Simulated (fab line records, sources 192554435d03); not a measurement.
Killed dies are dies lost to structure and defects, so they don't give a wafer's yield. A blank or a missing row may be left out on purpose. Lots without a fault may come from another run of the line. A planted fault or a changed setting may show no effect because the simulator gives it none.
Which tool did it? | flow n5_finfet | 11 lots, 33 wafers sampled, at 5 steps of a route of 1938

WHAT THE GAUGES READ, wafer by wafer
N5_BEOL_M2_THK_MEAS_53: measures by xrf. Usual: M2_THK 39.8 nm, standard deviation 1.7.
lot  | measured     | on            | M2_THK (nm)    | flag
L615 | day 7 17:23  | film_metro-02 | 41.2 39.4 40.8 |
L616 | day 7 21:01  | film_metro-01 | 37.6 41.7 39.8 |
L619 | day 8 13:32  | film_metro-02 | 41.3 38.7 38.9 |
L620 | day 8 15:10  | film_metro-01 | 44.4 42.3 41.7 |
L626 | day 9 20:43  | film_metro-01 | 38.0 37.5 39.9 |
L624 | day 10 00:55 | film_metro-01 | 37.9 38.5 37.8 |
L625 | day 10 11:46 | film_metro-02 | 39.1 37.9 39.8 |
L630 | day 10 21:51 | film_metro-01 | 37.5 37.9 39.8 |
L631 | day 11 03:08 | film_metro-02 | 41.1 41.0 38.7 |
L635 | day 12 14:28 | film_metro-02 | 38.5 42.1 35.4 |
L638 | day 13 20:34 | film_metro-02 | 41.4 39.0 41.3 |

N5_BEOL_M2_RS_MEAS_58: measures by four-point-probe. Usual: M2_RS 0.67 ohm/sq, standard deviation 0.037.
lot  | measured     | on            | M2_RS (ohm/sq) | flag
L615 | day 7 17:53  | film_metro-01 | 0.64 0.68 0.65 |
L616 | day 7 21:20  | film_metro-01 | 0.72 0.64 0.68 |
L619 | day 8 13:50  | film_metro-02 | 0.64 0.70 0.69 |
L620 | day 8 15:31  | film_metro-02 | 0.59 0.63 0.64 |
L626 | day 9 21:04  | film_metro-01 | 0.71 0.72 0.66 |
L624 | day 10 01:13 | film_metro-01 | 0.71 0.70 0.71 |
L625 | day 10 12:04 | film_metro-01 | 0.69 0.71 0.67 |
L630 | day 10 22:07 | film_metro-02 | 0.72 0.71 0.67 |
L631 | day 11 03:25 | film_metro-02 | 0.65 0.65 0.69 |
L635 | day 12 14:43 | film_metro-01 | 0.70 0.63 0.78 |
L638 | day 13 20:49 | film_metro-01 | 0.65 0.70 0.65 |

N5_BEOL_M2_INSPECT_59: inspects for defects (darkfield). Usual: raw_defect_count 70, standard deviation 24.
lot  | measured     | on                | raw_defect_count | flag
L615 | day 7 17:54  | defect_inspect-02 | 71 61 54         |
L616 | day 7 21:22  | defect_inspect-02 | 55 29 49         |
L619 | day 8 13:52  | defect_inspect-01 | 64 96 78         |
L620 | day 8 15:32  | defect_inspect-02 | 82 48 64         |
L626 | day 9 21:05  | defect_inspect-02 | 52 45 62         |
L624 | day 10 01:14 | defect_inspect-02 | 63 78 100        |
L625 | day 10 12:05 | defect_inspect-02 | 65 41 81         |
L630 | day 10 22:08 | defect_inspect-02 | 96 137 74        |
L631 | day 11 03:26 | defect_inspect-01 | 78 57 86         |
L635 | day 12 14:45 | defect_inspect-01 | 68 96 86         |
L638 | day 13 20:51 | defect_inspect-02 | 53 49 111        |

N5_BEOL_M4_RC_MEAS_101. Usual: DIBL_N 36.1 mV/V, standard deviation 1.6; DIBL_P 35.8 mV/V, standard deviation 2; IOFF_N 0.157 nA/um, standard deviation 0.029; IOFF_P 0.21 nA/um, standard deviation 0.034; ION_N 677 uA/um, standard deviation 13; ION_P 465 uA/um, standard deviation 8.1; SS_N 71.3 mV/dec, standard deviation 0.61; SS_P 73.2 mV/dec, standard deviation 0.65; VT_N 249 mV, standard deviation 3.3; VT_P -250 mV, standard deviation 3.2.
lot  | measured     | on        | DIBL_N (mV/V)  | DIBL_P (mV/V)  | IOFF_N (nA/um)    | IOFF_P (nA/um) | ION_N (uA/um) | ION_P (uA/um) | SS_N (mV/dec)  | SS_P (mV/dec)  | VT_N (mV)   | VT_P (mV)      | flag
L615 | day 9 13:23  | prober-02 | 37.6 35.0 36.7 | 37.7 34.2 37.0 | 0.208 0.148 0.181 | 0.24 0.19 0.23 | 694 678 676   | 467 468 460   | 71.5 71.5 71.1 | 74.4 73.2 73.8 | 245 247 247 | -250 -250 -248 |
L616 | day 9 16:58  | prober-02 | 36.0 39.0 35.8 | 33.8 39.3 34.8 | 0.128 0.195 0.135 | 0.19 0.27 0.20 | 644 685 658   | 452 472 451   | 70.7 71.7 71.0 | 72.8 73.7 73.5 | 254 249 253 | -255 -247 -252 |
L619 | day 10 13:10 | prober-01 | 36.8 36.6 37.4 | 34.7 35.0 35.3 | 0.162 0.168 0.169 | 0.22 0.23 0.23 | 686 684 670   | 473 465 464   | 71.3 71.1 71.2 | 73.4 73.3 72.9 | 246 245 247 | -247 -246 -248 |
L620 | day 10 16:06 | prober-02 | 36.2 38.4 38.0 | 36.1 37.5 37.2 | 0.169 0.224 0.212 | 0.23 0.26 0.26 | 684 684 685   | 462 466 470   | 71.8 72.4 72.3 | 73.3 74.9 74.6 | 250 246 244 | -249 -246 -248 |
L626 | day 11 12:04 | prober-02 | 34.5 36.2 36.2 | 35.2 36.6 37.0 | 0.138 0.164 0.176 | 0.19 0.21 0.23 | 680 684 688   | 469 470 476   | 71.0 71.9 71.5 | 72.1 73.2 72.6 | 252 245 245 | -249 -251 -247 |
L624 | day 11 17:14 | prober-01 | 33.2 35.7 34.5 | 31.2 34.0 32.1 | 0.101 0.127 0.107 | 0.13 0.16 0.14 | 667 663 642   | 457 454 443   | 70.6 71.1 71.7 | 72.3 73.0 72.6 | 255 255 258 | -259 -256 -259 |
L625 | day 12 09:45 | prober-02 | 34.7 35.7 36.0 | 34.5 34.6 35.6 | 0.137 0.144 0.157 | 0.19 0.18 0.20 | 675 661 668   | 467 455 453   | 71.1 71.6 72.3 | 72.2 72.4 72.8 | 248 249 247 | -250 -253 -251 |
L630 | day 12 12:54 | prober-01 | 38.0 34.2 36.3 | 38.6 34.1 35.9 | 0.177 0.116 0.141 | 0.21 0.15 0.18 | 685 669 666   | 464 459 455   | 71.6 70.7 71.8 | 73.8 71.3 72.8 | 247 253 254 | -251 -256 -251 |
L631 | day 13 04:33 | prober-01 | 33.9 35.4 35.3 | 34.0 34.9 35.1 | 0.114 0.128 0.133 | 0.19 0.20 0.21 | 666 654 672   | 461 456 468   | 70.4 70.9 70.9 | 73.0 72.7 72.8 | 253 254 252 | -250 -251 -250 |
L635 | day 14 03:45 | prober-02 | 38.4 35.2 35.5 | 38.3 34.8 34.9 | 0.216 0.145 0.156 | 0.26 0.21 0.21 | 694 676 684   | 470 467 465   | 71.6 71.3 71.2 | 73.8 72.8 72.8 | 246 251 251 | -246 -248 -250 |
L638 | day 15 06:53 | prober-02 | 37.4 37.5 36.9 | 38.5 37.4 37.8 | 0.181 0.181 0.172 | 0.25 0.24 0.24 | 683 694 696   | 464 476 480   | 72.0 72.1 71.8 | 73.1 73.9 73.8 | 248 246 249 | -249 -248 -249 |

WHICH TOOL RAN EACH LOT (tool, then ch and the chambers of the sampled wafers, then the start)
lot  | N5_BEOL_M3_COAT_62
L615 | litho_track-01 ch 0, day 7 19:07
L616 | litho_track-01 ch 0, day 7 22:24
L619 | litho_track-01 ch 0, day 8 14:47
L620 | litho_track-03 ch 0, day 8 17:53
L626 | litho_track-03 ch 0, day 9 21:47
L624 | litho_track-01 ch 0, day 10 02:05
L625 | litho_track-01 ch 0, day 10 15:23
L630 | litho_track-03 ch 0, day 10 23:28
L631 | litho_track-05 ch 0, day 11 04:11
L635 | litho_track-05 ch 0, day 12 15:04
L638 | litho_track-01 ch 0, day 13 22:40
- N5_BEOL_M3_COAT_62: time 60 s, resist thk 12 nm.

WHAT THE TOOLS THEMSELVES READ (means of the sampled wafers that have a number; where no wafer has one, the mark that the record gives instead)
N5_BEOL_M3_COAT_62. Usual: spin_speed_rpm 1500.1 rpm, standard deviation 0.86.
lot  | tool           | spin_speed_rpm (rpm) | flag
L615 | litho_track-01 | 1500.6               |
L616 | litho_track-01 | 1499.9               |
L619 | litho_track-01 | 1498.8               |
L620 | litho_track-03 | 1500.2               |
L626 | litho_track-03 | 1500.3               |
L624 | litho_track-01 | 1314.2               | OFF
L625 | litho_track-01 | 1315.4               | OFF
L630 | litho_track-03 | 1499.2               |
L631 | litho_track-05 | 1500.3               |
L635 | litho_track-05 | 1499.1               |
L638 | litho_track-01 | 1500.3               |

THE ANSWER, worked out from the rows above alone
Rule: a lot is off if the mean of its wafers that have a number lies more than 3 standard deviations from the usual mean. A lot without any number at a reading at which 4 lots or more have one is off too. The other lots that the step has rows for count as sound. The gauges are gone through in route order, then the tools' own readings, and for those a lot's mean is taken as printed above. The first step at which some lot is off is used, and at that step the reading that is off furthest; a lot without a number counts as furthest.
Off: L624, L625, at N5_BEOL_M3_COAT_62 (spin_speed_rpm).
A tool fits if, at that step or a process step before it, it ran every lot that is off, and no sound lot after the first of them. None of those tried fits.

WHAT THE SIMULATOR HAD PUT IN
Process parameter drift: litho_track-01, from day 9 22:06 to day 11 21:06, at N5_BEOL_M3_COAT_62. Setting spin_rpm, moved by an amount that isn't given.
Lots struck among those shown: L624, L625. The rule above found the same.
